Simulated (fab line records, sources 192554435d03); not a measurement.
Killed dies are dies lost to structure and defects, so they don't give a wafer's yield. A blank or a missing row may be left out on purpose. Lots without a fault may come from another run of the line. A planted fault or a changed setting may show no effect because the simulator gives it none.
Chamber matching | flow n5_finfet | N5_BEOL_M11_ETCH_65 on rie_diel-02: 4 sister chambers
The step etches SiARC in CF4, target depth 39 nm, time 65 s. 8 wafers are shown with their chamber, then 8 later ones without.

WAFERS WITH THEIR CHAMBER
wafer  | chamber | showerhead_plenum_p_Torr (Torr) | throttle_valve_pct (%)
L076.2 | 2       | 2.11                            | 15.76
L077.2 | 1       | 2.12                            | 15.36
L077.5 | 2       | 2.11                            | 15.78
L079.3 | 0       | 2.19                            | 15.74
L079.4 | 0       | 2.19                            | 15.74
L080.6 | 1       | 2.12                            | 15.38
L082.5 | 3       | 2.27                            | 15.26
L089.1 | 3       | 2.26                            | 15.32

WAFERS WITHOUT THEIR CHAMBER
wafer  | showerhead_plenum_p_Torr (Torr) | throttle_valve_pct (%)
L089.2 | 2.10                            | 15.81
L089.6 | 2.19                            | 15.23
L092.1 | 2.11                            | 15.43
L092.2 | 2.10                            | 15.83
L092.5 | 2.11                            | 15.42
L095.1 | 2.10                            | 15.31
L095.4 | 2.11                            | 15.45
L095.6 | 2.26                            | 15.35

WHICH CHAMBER EACH WENT THROUGH
wafer  | from the rows above          | in truth
L089.2 | 2                            | 2
L089.6 | can't be placed: 1 or 3 or 0 | 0
L092.1 | 1                            | 1
L092.2 | 2                            | 2
L092.5 | 1                            | 1
L095.1 | 1                            | 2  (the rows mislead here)
L095.4 | 1                            | 1
L095.6 | 3                            | 3
Placed correctly: 6 of 8. Can't be placed from these rows: 1 (the true chamber is among the candidates in 1). Placed wrongly: 1.
How it was worked out, from the rows above alone: a wafer's distance from a chamber is the root of the sum, over the readings, of the square of ((its reading less the chamber's mean) divided by the reading's scatter). The wafer belongs to the nearest chamber; if the next one is less than 2 further off, it can't be placed. A chamber's mean is the mean of its shown wafers. The scatter: the root of (the sum of the squares of (reading less its chamber's mean) over the shown wafers, divided by (wafers less chambers)).
